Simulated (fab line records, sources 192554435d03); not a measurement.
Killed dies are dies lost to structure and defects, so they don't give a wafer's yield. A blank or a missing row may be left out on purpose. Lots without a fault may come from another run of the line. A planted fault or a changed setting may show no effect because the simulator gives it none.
Split-lot experiment | flow n5_finfet | 7 lots, 21 wafers read, on a route of 1938 steps

THE SPLIT
At N5_SDB_COAT_03 (time 60 s, resist thk 100 nm), the setting spin_rpm was moved away from the recipe's 1500 rpm on 4 of the 21 wafers read, by -8.7% to -3.7%. The other wafers ran this setting at the recipe's value.

The reading is taken at the split's own step.

THE READING
SOC_of_SDB_COAT_03.thk_nm (the simulator's own value, which no gauge read), in nm, at N5_SDB_COAT_03 (time 60 s, resist thk 100 nm). The file gives no usual value for it. The 17 wafers here that ran the recipe average 100.2 nm, standard deviation 0.32 nm.

wafer  | tool, chamber at the split | spin_rpm as run, rpm | against the recipe | SOC_of_SDB_COAT_03.thk_nm, nm | against lot-mates on the recipe
L074.2 | litho_track-01, 0          | 1500                 | recipe             | 100.4                         | -
L074.3 | litho_track-01, 0          | 1500                 | recipe             | 100.4                         | -
L074.5 | litho_track-01, 0          | 1500                 | recipe             | 100                           | -
L078.3 | litho_track-03, 0          | 1500                 | recipe             | 100.2                         | -
L078.5 | litho_track-03, 0          | 1500                 | recipe             | 100                           | -
L078.6 | litho_track-03, 0          | 1445                 | -3.7%              | 101.6                         | +1.5
L082.3 | litho_track-01, 0          | 1422                 | -5.2%              | 102.4                         | +2.6
L082.5 | litho_track-01, 0          | 1422                 | -5.2%              | 102.4                         | +2.6
L082.6 | litho_track-01, 0          | 1500                 | recipe             | 99.8                          | -
L085.1 | litho_track-03, 0          | 1500                 | recipe             | 100.6                         | -
L085.2 | litho_track-03, 0          | 1500                 | recipe             | 100.8                         | -
L085.6 | litho_track-03, 0          | 1500                 | recipe             | 100.8                         | -
L090.2 | litho_track-03, 0          | 1500                 | recipe             | 100.4                         | -
L090.4 | litho_track-03, 0          | 1500                 | recipe             | 100                           | -
L090.5 | litho_track-03, 0          | 1500                 | recipe             | 100.2                         | -
L091.2 | litho_track-03, 0          | 1500                 | recipe             | 99.6                          | -
L091.3 | litho_track-03, 0          | 1370                 | -8.7%              | 104.4                         | +4.6
L091.5 | litho_track-03, 0          | 1500                 | recipe             | 100                           | -
L094.3 | litho_track-03, 0          | 1500                 | recipe             | 100.4                         | -
L094.4 | litho_track-03, 0          | 1500                 | recipe             | 100.2                         | -
L094.5 | litho_track-03, 0          | 1500                 | recipe             | 100.2                         | -

THE FIT
A straight line over all 21 wafers: SOC_of_SDB_COAT_03.thk_nm changes by -0.449 nm for each +1% of spin_rpm; r = -0.96; the points scatter about the line by 0.32 nm.
The same after taking each lot's own level away (the mean of its wafers on the recipe; 21 wafers): -0.51 nm for each +1%; r = -0.99; scatter 0.16 nm.
On that fit, the largest move of spin_rpm shifts the reading by 4.4 nm.
The lots' own levels span 99.80 to 100.73 nm, that is 3.0 times the standard deviation above.
So the lot-to-lot level changes the slope: the two fits differ.
Check: with one of the wafers moved furthest among these (-8.7%) left out of the fit, the line predicts +4.18 nm for it against its lot-mates. It came out at +4.6 nm against them.

OTHER SPLITS ON THESE WAFERS
These wafers also went through other splits before the reading. Each is held against what the fit with the lots' levels taken away leaves over:
other split on the same wafers                    | wafers away from the commonest value | r with SOC_of_SDB_COAT_03.thk_nm (lot level and that fit taken away)
N5_WELL_APT_COAT_02 spin_rpm                      | 9                                    | -0.06
N5_WELL_APT_EXPOSE_05 dose_mj                     | 5                                    | -0.07
N5_PMOS_HMC_CHANNEL_EPI_PEB_07 peb_time_s         | 6                                    | -0.04
N5_PMOS_HMC_CHANNEL_EPI_DEVELOP_08 develop_time_s | 7                                    | +0.21
N5_FIN_SAQP_ETCH_65 time_s                        | 4                                    | -0.31
N5_FIN_CUT_ETCH_21 time_s                         | 8                                    | -0.05
N5_FIN_CUT_CUT_ETCH_26 source_w                   | 4                                    | -0.21
N5_SD_EPI_N_DEVELOP_08 develop_time_s             | 7                                    | -0.03
N5_SD_EPI_P_ETCH_16 target_depth_a                | 6                                    | +0.01

THE FILE'S OWN FIT
SOC_of_SDB_COAT_03.thk_nm changes by -0.509 nm for each +1% of spin_rpm, r = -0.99.
